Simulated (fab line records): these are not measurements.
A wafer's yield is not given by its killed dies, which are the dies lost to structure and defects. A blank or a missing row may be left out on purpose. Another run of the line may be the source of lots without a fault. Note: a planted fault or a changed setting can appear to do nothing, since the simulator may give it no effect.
What tool caused it? || flow nand-harc || 39 wafers from 13 lots sampled at 5 of the route's 1302 steps

WHAT THE GAUGES SHOWED, per wafer
NHARC_END_SORT_01. Usual: defect-limited-yield is 89.9 % with standard deviation 2.7, killed-at-array is 64 with standard deviation 18, killed-at-other is 0.8 with standard deviation 1.1, killed-at-periphery is 3.8 with standard deviation 2.7, killed-dies is 68 with standard deviation 18, killed-open is 3.3 with standard deviation 1.9, and killed-short is 2.3 with standard deviation 1.8.
{"lot": "L235", "measured": "day 29 21:59", "on": "prober-01", "defect-limited-yield (%)": "91.9 93.2 91.9", "killed-at-array": "51 42 52", "killed-at-other": "0 1 0", "killed-at-periphery": "4 3 3", "killed-dies": "55 46 55", "killed-open": "3 1 3", "killed-short": "7 2 2", "flag": ""}
{"lot": "L236", "measured": "day 30 19:38", "on": "prober-02", "defect-limited-yield (%)": "90.5 93.2 92.8", "killed-at-array": "61 44 47", "killed-at-other": "1 0 1", "killed-at-periphery": "2 2 1", "killed-dies": "64 46 49", "killed-open": "2 5 3", "killed-short": "3 1 4", "flag": ""}

EACH LOT AND THE TOOL THAT RAN IT (in order: tool; ch and the chambers of the sampled wafers; start)
{"lot": "L222", "NHARC_THIN_TSV_DEGAS_49": "pvd-sputter-02, day 24 13:49", "NHARC_THIN_TSV_ETCH_59": "rie-metal-03 ch 0,1, day 24 17:14", "NHARC_THIN_TSV_ETCH_36": "rie-metal-03 ch 0,1, day 24 17:30", "NHARC_THIN_TSV_ANNEAL_58": "furnace-04 ch 0, day 24 20:22"}
{"lot": "L231", "NHARC_THIN_TSV_DEGAS_49": "pvd-sputter-03, day 28 03:37", "NHARC_THIN_TSV_ETCH_59": "rie-metal-03 ch 0,1, day 28 07:05", "NHARC_THIN_TSV_ETCH_36": "rie-metal-03 ch 0,1, day 28 07:20", "NHARC_THIN_TSV_ANNEAL_58": "furnace-04 ch 0, day 28 10:09"}
{"lot": "L232", "NHARC_THIN_TSV_DEGAS_49": "pvd-sputter-01, day 28 14:10", "NHARC_THIN_TSV_ETCH_59": "rie-metal-01 ch 0, day 28 17:38", "NHARC_THIN_TSV_ETCH_36": "rie-metal-01 ch 0, day 28 18:04", "NHARC_THIN_TSV_ANNEAL_58": "furnace-02, day 28 22:04"}
{"lot": "L233", "NHARC_THIN_TSV_DEGAS_49": "pvd-sputter-03, day 29 00:31", "NHARC_THIN_TSV_ETCH_59": "rie-metal-01 ch 0, day 29 03:49", "NHARC_THIN_TSV_ETCH_36": "rie-metal-01 ch 0, day 29 04:17", "NHARC_THIN_TSV_ANNEAL_58": "furnace-08, day 29 09:38"}
{"lot": "L235", "NHARC_THIN_TSV_DEGAS_49": "pvd-sputter-03, day 29 02:56", "NHARC_THIN_TSV_ETCH_59": "rie-metal-02 ch 0,1, day 29 06:13", "NHARC_THIN_TSV_ETCH_36": "rie-metal-02 ch 0,1, day 29 06:28", "NHARC_THIN_TSV_ANNEAL_58": "furnace-08 ch 0, day 29 09:38"}
{"lot": "L236", "NHARC_THIN_TSV_DEGAS_49": "pvd-sputter-01, day 30 06:13", "NHARC_THIN_TSV_ETCH_59": "rie-metal-03 ch 0,1, day 30 09:32", "NHARC_THIN_TSV_ETCH_36": "rie-metal-03 ch 0,1, day 30 09:45", "NHARC_THIN_TSV_ANNEAL_58": "furnace-08 ch 0, day 30 12:45"}
{"lot": "L239", "NHARC_THIN_TSV_DEGAS_49": "pvd-sputter-01, day 31 02:17", "NHARC_THIN_TSV_ETCH_59": "rie-metal-01 ch 0,1, day 31 05:42", "NHARC_THIN_TSV_ETCH_36": "rie-metal-01 ch 0,1, day 31 05:58", "NHARC_THIN_TSV_ANNEAL_58": "furnace-08 ch 0, day 31 11:29"}
{"lot": "L238", "NHARC_THIN_TSV_DEGAS_49": "pvd-sputter-02, day 31 03:20", "NHARC_THIN_TSV_ETCH_59": "rie-metal-02 ch 0,1, day 31 06:45", "NHARC_THIN_TSV_ETCH_36": "rie-metal-02 ch 0,1, day 31 07:01", "NHARC_THIN_TSV_ANNEAL_58": "furnace-08 ch 0, day 31 11:29"}
{"lot": "L240", "NHARC_THIN_TSV_DEGAS_49": "pvd-sputter-02, day 31 17:44", "NHARC_THIN_TSV_ETCH_59": "rie-metal-02 ch 0,1, day 31 21:02", "NHARC_THIN_TSV_ETCH_36": "rie-metal-02 ch 0,1, day 31 21:18", "NHARC_THIN_TSV_ANNEAL_58": "furnace-08 ch 0, day 32 04:35"}
{"lot": "L242", "NHARC_THIN_TSV_DEGAS_49": "pvd-sputter-01, day 32 14:19", "NHARC_THIN_TSV_ETCH_59": "rie-metal-01 ch 0, day 32 17:41", "NHARC_THIN_TSV_ETCH_36": "rie-metal-01 ch 0, day 32 18:06", "NHARC_THIN_TSV_ANNEAL_58": "furnace-02 ch 0, day 32 22:15"}
{"lot": "L241", "NHARC_THIN_TSV_DEGAS_49": "pvd-sputter-02, day 32 20:49", "NHARC_THIN_TSV_ETCH_59": "rie-metal-01 ch 0,1, day 33 00:08", "NHARC_THIN_TSV_ETCH_36": "rie-metal-01 ch 0,1, day 33 00:22", "NHARC_THIN_TSV_ANNEAL_58": "furnace-02 ch 0, day 33 06:32"}
{"lot": "L244", "NHARC_THIN_TSV_DEGAS_49": "pvd-sputter-03, day 32 23:35", "NHARC_THIN_TSV_ETCH_59": "rie-metal-02 ch 1, day 33 03:09", "NHARC_THIN_TSV_ETCH_36": "rie-metal-02 ch 0,1, day 33 03:25", "NHARC_THIN_TSV_ANNEAL_58": "furnace-02 ch 0, day 33 06:32"}
{"lot": "L243", "NHARC_THIN_TSV_DEGAS_49": "pvd-sputter-03, day 33 01:31", "NHARC_THIN_TSV_ETCH_59": "rie-metal-01 ch 0,1, day 33 04:50", "NHARC_THIN_TSV_ETCH_36": "rie-metal-01 ch 1, day 33 05:03", "NHARC_THIN_TSV_ANNEAL_58": "furnace-02 ch 0, day 33 06:32"}
- NHARC_THIN_TSV_DEGAS_49: time 120 s.
- NHARC_THIN_TSV_ETCH_59: etches the open film in Cl2/BCl3, target depth 880 nm, time 138.1 s.
- NHARC_THIN_TSV_ETCH_36: etches the open film in Cl2/BCl3, target depth 65 nm, time 18.571 s.
- NHARC_THIN_TSV_ANNEAL_58: time 1800 s.

AS READ BY THE TOOLS THEMSELVES (means over the sampled wafers that have a number; for cases with no such wafer, the mark the record gives instead)
NHARC_THIN_TSV_DEGAS_49. Usual: heater-power-w 476 W, standard deviation 37.
{"lot": "L222", "tool": "pvd-sputter-02", "heater-power-w (W)": 475, "flag": ""}
{"lot": "L231", "tool": "pvd-sputter-03", "heater-power-w (W)": 490, "flag": ""}
{"lot": "L232", "tool": "pvd-sputter-01", "heater-power-w (W)": 470, "flag": ""}
{"lot": "L233", "tool": "pvd-sputter-03", "heater-power-w (W)": 473, "flag": ""}
{"lot": "L235", "tool": "pvd-sputter-03", "heater-power-w (W)": 477, "flag": ""}
{"lot": "L236", "tool": "pvd-sputter-01", "heater-power-w (W)": 441, "flag": ""}
{"lot": "L239", "tool": "pvd-sputter-01", "heater-power-w (W)": 439, "flag": ""}
{"lot": "L238", "tool": "pvd-sputter-02", "heater-power-w (W)": 520, "flag": ""}
{"lot": "L240", "tool": "pvd-sputter-02", "heater-power-w (W)": 493, "flag": ""}
{"lot": "L242", "tool": "pvd-sputter-01", "heater-power-w (W)": 510, "flag": ""}
{"lot": "L241", "tool": "pvd-sputter-02", "heater-power-w (W)": 479, "flag": ""}
{"lot": "L244", "tool": "pvd-sputter-03", "heater-power-w (W)": 467, "flag": ""}
{"lot": "L243", "tool": "pvd-sputter-03", "heater-power-w (W)": 478, "flag": ""}

NHARC_THIN_TSV_ETCH_59. Usual: drypump-motor-current-A 5.7 A, standard deviation 0.37; oes-product-au 1.003 a.u., standard deviation 0.0099; throttle-valve-pct 22.264 %, standard deviation 0.0087.
{"lot": "L222", "tool": "rie-metal-03", "drypump-motor-current-A (A)": 5.4, "oes-product-au (a.u.)": 1.007, "throttle-valve-pct (%)": 22.254, "flag": ""}
{"lot": "L231", "tool": "rie-metal-03", "drypump-motor-current-A (A)": 5.8, "oes-product-au (a.u.)": 1.005, "throttle-valve-pct (%)": 22.265, "flag": ""}
{"lot": "L232", "tool": "rie-metal-01", "drypump-motor-current-A (A)": 5.7, "oes-product-au (a.u.)": 1.015, "throttle-valve-pct (%)": 22.258, "flag": ""}
{"lot": "L233", "tool": "rie-metal-01", "drypump-motor-current-A (A)": 5.7, "oes-product-au (a.u.)": 0.992, "throttle-valve-pct (%)": 22.262, "flag": ""}
{"lot": "L235", "tool": "rie-metal-02", "drypump-motor-current-A (A)": 5.8, "oes-product-au (a.u.)": 0.994, "throttle-valve-pct (%)": 22.265, "flag": ""}
{"lot": "L236", "tool": "rie-metal-03", "drypump-motor-current-A (A)": 5.4, "oes-product-au (a.u.)": 1.013, "throttle-valve-pct (%)": 22.265, "flag": ""}
{"lot": "L239", "tool": "rie-metal-01", "drypump-motor-current-A (A)": 5.9, "oes-product-au (a.u.)": 1.002, "throttle-valve-pct (%)": 22.265, "flag": ""}
{"lot": "L238", "tool": "rie-metal-02", "drypump-motor-current-A (A)": 5.7, "oes-product-au (a.u.)": 1.000, "throttle-valve-pct (%)": 22.267, "flag": ""}
{"lot": "L240", "tool": "rie-metal-02", "drypump-motor-current-A (A)": 5.8, "oes-product-au (a.u.)": 1.008, "throttle-valve-pct (%)": 22.265, "flag": ""}
{"lot": "L242", "tool": "rie-metal-01", "drypump-motor-current-A (A)": 5.7, "oes-product-au (a.u.)": 1.001, "throttle-valve-pct (%)": 22.266, "flag": ""}
{"lot": "L241", "tool": "rie-metal-01", "drypump-motor-current-A (A)": 5.8, "oes-product-au (a.u.)": 1.009, "throttle-valve-pct (%)": 22.270, "flag": ""}
{"lot": "L244", "tool": "rie-metal-02", "drypump-motor-current-A (A)": 5.7, "oes-product-au (a.u.)": 0.998, "throttle-valve-pct (%)": 22.270, "flag": ""}
{"lot": "L243", "tool": "rie-metal-01", "drypump-motor-current-A (A)": 5.9, "oes-product-au (a.u.)": 1.006, "throttle-valve-pct (%)": 22.266, "flag": ""}

NHARC_THIN_TSV_ETCH_36. Usual: drypump-motor-current-A 5.7 A, standard deviation 0.36; oes-product-au 1.003 a.u., standard deviation 0.0081.
{"lot": "L222", "tool": "rie-metal-03", "drypump-motor-current-A (A)": 5.4, "oes-product-au (a.u.)": 1.004, "flag": ""}
{"lot": "L231", "tool": "rie-metal-03", "drypump-motor-current-A (A)": 5.8, "oes-product-au (a.u.)": 0.995, "flag": ""}
{"lot": "L232", "tool": "rie-metal-01", "drypump-motor-current-A (A)": 5.7, "oes-product-au (a.u.)": 1.008, "flag": ""}
{"lot": "L233", "tool": "rie-metal-01", "drypump-motor-current-A (A)": 5.7, "oes-product-au (a.u.)": 1.003, "flag": ""}
{"lot": "L235", "tool": "rie-metal-02", "drypump-motor-current-A (A)": 5.8, "oes-product-au (a.u.)": 1.002, "flag": ""}
{"lot": "L236", "tool": "rie-metal-03", "drypump-motor-current-A (A)": 5.4, "oes-product-au (a.u.)": 1.007, "flag": ""}
{"lot": "L239", "tool": "rie-metal-01", "drypump-motor-current-A (A)": 5.8, "oes-product-au (a.u.)": 1.003, "flag": ""}
{"lot": "L238", "tool": "rie-metal-02", "drypump-motor-current-A (A)": 5.7, "oes-product-au (a.u.)": 0.995, "flag": ""}
{"lot": "L240", "tool": "rie-metal-02", "drypump-motor-current-A (A)": 5.7, "oes-product-au (a.u.)": 0.995, "flag": ""}
{"lot": "L242", "tool": "rie-metal-01", "drypump-motor-current-A (A)": 5.7, "oes-product-au (a.u.)": 1.008, "flag": ""}
{"lot": "L241", "tool": "rie-metal-01", "drypump-motor-current-A (A)": 5.9, "oes-product-au (a.u.)": 1.008, "flag": ""}
{"lot": "L244", "tool": "rie-metal-02", "drypump-motor-current-A (A)": 5.8, "oes-product-au (a.u.)": 0.995, "flag": ""}
{"lot": "L243", "tool": "rie-metal-01", "drypump-motor-current-A (A)": 6.0, "oes-product-au (a.u.)": 1.011, "flag": ""}

NHARC_THIN_TSV_ANNEAL_58. Usual: run-length-s 1817 s, standard deviation 5.2; spike-tc-bottom-C 426 C, standard deviation 5.1; spike-tc-lower-C 399.9 C, standard deviation 1.2.
{"lot": "L222", "tool": "furnace-04", "run-length-s (s)": 1831, "spike-tc-bottom-C (C)": 422, "spike-tc-lower-C (C)": 399.9, "flag": ""}
{"lot": "L231", "tool": "furnace-04", "run-length-s (s)": 1821, "spike-tc-bottom-C (C)": 424, "spike-tc-lower-C (C)": 399.7, "flag": ""}
{"lot": "L232", "tool": "furnace-02", "run-length-s (s)": "-", "spike-tc-bottom-C (C)": "-", "spike-tc-lower-C (C)": "-", "flag": "OFF"}
{"lot": "L233", "tool": "furnace-08", "run-length-s (s)": "-", "spike-tc-bottom-C (C)": "-", "spike-tc-lower-C (C)": "-", "flag": "OFF"}
{"lot": "L235", "tool": "furnace-08", "run-length-s (s)": 1811, "spike-tc-bottom-C (C)": 432, "spike-tc-lower-C (C)": 398.8, "flag": ""}
{"lot": "L236", "tool": "furnace-08", "run-length-s (s)": 1816, "spike-tc-bottom-C (C)": 432, "spike-tc-lower-C (C)": 399.4, "flag": ""}
{"lot": "L239", "tool": "furnace-08", "run-length-s (s)": 1810, "spike-tc-bottom-C (C)": 432, "spike-tc-lower-C (C)": 399.9, "flag": ""}
{"lot": "L238", "tool": "furnace-08", "run-length-s (s)": 1811, "spike-tc-bottom-C (C)": 431, "spike-tc-lower-C (C)": 400.0, "flag": ""}
{"lot": "L240", "tool": "furnace-08", "run-length-s (s)": 1821, "spike-tc-bottom-C (C)": 433, "spike-tc-lower-C (C)": 398.5, "flag": ""}
{"lot": "L242", "tool": "furnace-02", "run-length-s (s)": 1816, "spike-tc-bottom-C (C)": 422, "spike-tc-lower-C (C)": 401.1, "flag": ""}
{"lot": "L241", "tool": "furnace-02", "run-length-s (s)": 1815, "spike-tc-bottom-C (C)": 421, "spike-tc-lower-C (C)": 401.1, "flag": ""}
{"lot": "L244", "tool": "furnace-02", "run-length-s (s)": 1815, "spike-tc-bottom-C (C)": 422, "spike-tc-lower-C (C)": 401.8, "flag": ""}
{"lot": "L243", "tool": "furnace-02", "run-length-s (s)": 1813, "spike-tc-bottom-C (C)": 421, "spike-tc-lower-C (C)": 400.7, "flag": ""}

THE ANSWER, worked out from the rows above alone
Rule: lot off if the mean of its wafers having a number is beyond 3 standard deviations from the usual mean. A lot without any number at a reading at which 4 lots or more have one is off too. All remaining lots with rows at the step are treated as sound. Order of review: gauges by route order, followed by the tools' own readings, for which a lot's mean as printed above is used. At the first step where some lot is off, the reading lying furthest off is the one used; lots without a number count as furthest.
Off, at NHARC_THIN_TSV_ANNEAL_58 on run-length-s: L232, L233. Without a number there: L232, L233.
If a tool, at that step or one of the process steps before it, ran each lot that is off and ran no sound lot following the first of them, it fits. None of those tried fits.

WHAT HAD BEEN PUT IN BY THE SIMULATOR
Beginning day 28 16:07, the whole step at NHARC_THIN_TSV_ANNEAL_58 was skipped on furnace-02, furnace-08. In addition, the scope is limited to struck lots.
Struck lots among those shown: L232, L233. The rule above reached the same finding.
